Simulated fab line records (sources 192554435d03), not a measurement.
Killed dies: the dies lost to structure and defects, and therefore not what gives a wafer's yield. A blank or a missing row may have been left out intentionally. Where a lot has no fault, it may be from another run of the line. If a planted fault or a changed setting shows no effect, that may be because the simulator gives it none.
What tool caused it? ; flow n5Finfet ; Sampling: 10 lots, 29 wafers, 4 of 1938 route steps

WHAT THE GAUGES READ, wafer by wafer
N5_PMOS_HMC_CHANNEL_EPI_OVL_MEAS_10. Usual: for PMOS_HMC_BLK_OVL the level is 0.0 nm and the standard deviation is 0.7.
lot;measured;on;PMOS_HMC_BLK_OVL (nm);flag
L329;day 1 23:31;overlay-02;-0.8 0.2 0.0;
L334;day 3 05:16;overlay-01;0.9 1.2 0.5;
L336;day 3 17:07;overlay-02;0.3 -0.2 0.6;
L337;day 3 23:39;overlay-02;-1.1 -0.4 0.5;
L338;day 4 05:45;overlay-02;-0.1 0.1 0.1;
L340;day 4 16:56;overlay-01;-0.4 -0.2;
L342;day 5 06:13;overlay-02;0.7 1.0 1.2;
L347;day 6 11:42;overlay-02;-0.8 0.4 -0.7;
L350;day 7 05:18;overlay-01;-0.2 -0.1 -0.4;
L351;day 7 11:16;overlay-01;0.4 0.9 0.3;

N5_FIN_SAQP_CD_MEAS_16: the cd target is 35.6 nm. Usual: cdNm reads 35.6 nm (standard deviation 0.39).
lot;measured;on;cdNm (nm);flag
L329;day 2 03:46;cdSem-01;34.6 35.7 35.8;
L334;day 3 09:24;cdSem-03;34.7 35.4 35.1;
L336;day 3 22:37;cdSem-01;36.5 35.8 36.1;
L337;day 4 03:46;cdSem-02;36.2 35.9 35.8;
L338;day 4 09:59;cdSem-01;35.7 35.5 35.3;
L340;day 4 21:01;cdSem-03;35.3 35.9;
L342;day 5 10:37;cdSem-02;36.0 36.5 35.8;
L347;day 6 15:43;cdSem-02;35.7 35.8 36.1;
L350;day 7 09:23;cdSem-01;35.6 36.0 35.7;
L351;day 7 15:25;cdSem-01;34.7 35.5 35.4;

WHAT TOOL EACH LOT RAN ON (gives the tool, then ch and the chambers of the sampled wafers, and finally the start)
lot;N5_WELL_APT_DESCUM_13;N5_FIN_SAQP_PECVD_47
L329;rieDiel-02 ch 1,2, day 1 20:22;pecvd-01 ch 0,1, day 2 03:07
L334;rieDiel-02 ch 1,2,3, day 3 01:55;pecvd-01 ch 0,1,2, day 3 08:44
L336;rieDiel-02 ch 0,3, day 3 13:46;pecvd-01 ch 1,2, day 3 21:58
L337;rieDiel-01 ch 0,1,2, day 3 19:46;pecvd-01 ch 0,2, day 4 03:07
L338;rieDiel-04 ch 1,2,3, day 4 02:01;pecvd-01 ch 0,1,2, day 4 09:19
L340;rieDiel-02 ch 1,3, day 4 13:49;pecvd-03 ch 0,2, day 4 20:29
L342;rieDiel-01 ch 1,3, day 5 01:52;pecvd-04 ch 1,2, day 5 09:57
L347;rieDiel-01 ch 0,3, day 6 08:02;pecvd-03 ch 1,2, day 6 15:11
L350;rieDiel-01 ch 1,2,3, day 7 02:03;pecvd-03 ch 0,1,2, day 7 08:51
L351;rieDiel-01 ch 1,2,3, day 7 07:40;pecvd-03 ch 0,1,2, day 7 14:46
- N5_WELL_APT_DESCUM_13: chemistry O2, time 7.9 s.
- N5_FIN_SAQP_PECVD_47: deposits a-Si from SiH4/He, target thk 45 nm, time 36.3 s.

AS READ BY THE TOOLS THEMSELVES (means over the sampled wafers that have a number; for cases with no such wafer, the mark the record gives instead)
N5_WELL_APT_DESCUM_13. Usual: drypumpMotorCurrentA 5.8 A, standard deviation 0.41; oesProductAu 0.77 a.u., standard deviation 0.081; rfFwdPowerW 49.69 W, standard deviation 0.19; rfVppV 243.5 V, standard deviation 1.1; showerheadPlenumPTorr 2.12 Torr, standard deviation 0.05; throttleValvePct 20.54 %, standard deviation 0.26.
lot;tool;drypumpMotorCurrentA (A);oesProductAu (a.u.);rfFwdPowerW (W);rfVppV (V);showerheadPlenumPTorr (Torr);throttleValvePct (%);flag
L329;rieDiel-02;6.2;0.77;49.87;244.9;2.15;20.63;
L334;rieDiel-02;6.0;0.76;49.62;244.5;2.15;20.44;
L336;rieDiel-02;5.7;0.75;49.80;243.3;2.14;20.41;
L337;rieDiel-01;6.1;0.72;49.84;243.6;2.11;20.58;
L338;rieDiel-04;5.7;0.76;49.71;242.9;2.10;20.59;
L340;rieDiel-02;5.9;0.83;49.60;244.1;2.16;20.40;
L342;rieDiel-01;5.7;0.79;49.84;243.2;2.14;20.73;
L347;rieDiel-01;5.7;0.80;49.77;243.2;2.09;20.83;
L350;rieDiel-01;5.9;0.84;49.61;244.1;2.13;20.51;
L351;rieDiel-01;5.9;0.83;49.52;244.3;2.13;20.52;

N5_FIN_SAQP_PECVD_47. Usual: heaterPowerW 861 W, standard deviation 64; rfFwdPowerW 99.0 W, standard deviation 0.55; runLengthS 72.9 s, standard deviation 0.52; showerheadPlenumPTorr 5.66 Torr, standard deviation 0.049; throttleValvePct 18.0 %, standard deviation 0.71.
lot;tool;heaterPowerW (W);rfFwdPowerW (W);runLengthS (s);showerheadPlenumPTorr (Torr);throttleValvePct (%);flag
L329;pecvd-01;866;99.3;72.8;5.66;17.8;
L334;pecvd-01;861;99.6;72.7;5.67;17.5;
L336;pecvd-01;894;99.2;84.3;5.67;17.3;OFF
L337;pecvd-01;882;99.0;84.3;5.66;17.2;OFF
L338;pecvd-01;836;99.5;84.1;5.66;17.7;OFF
L340;pecvd-03;888;98.4;73.0;5.67;17.8;
L342;pecvd-04;798;98.6;73.0;5.63;18.1;
L347;pecvd-03;850;98.5;73.1;5.62;18.4;
L350;pecvd-03;876;98.7;72.9;5.68;18.4;
L351;pecvd-03;924;98.6;72.8;5.68;18.3;

THE ANSWER, worked out from the rows above alone
Rule: a lot is off if the mean of its wafers that have a number lies more than 3 standard deviations from the usual mean. A lot without any number at a reading at which 4 lots or more have one is off too. All remaining lots with rows at the step are treated as sound. Order of review: gauges by route order, followed by the tools' own readings, for which a lot's mean as printed above is used. At the first step where some lot is off, the reading lying furthest off is the one used; lots without a number count as furthest.
Off at N5_FIN_SAQP_PECVD_47 (runLengthS): L336, L337, L338.
If a tool, at that step or one of the process steps before it, ran each lot that is off and ran no sound lot following the first of them, it fits. One fits: pecvd-01 at N5_FIN_SAQP_PECVD_47. A fault onset in the window from L334 (day 3 08:44, its last sound lot) to L336 (day 3 21:58, its first lot off) fits.
The tool's own readings at N5_FIN_SAQP_PECVD_47 bear it out: on the lots that are off they differ by more than 5 times the standard deviation of the sound lots' means. runLengthS reads 84.2 s there against 72.9 s on the sound lots.

WHAT THE SIMULATOR HAD PUT IN
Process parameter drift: pecvd-01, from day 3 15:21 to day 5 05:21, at N5_FIN_SAQP_PECVD_47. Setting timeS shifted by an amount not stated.
Lots struck among those shown: L336, L337, L338. The rule above found the same.
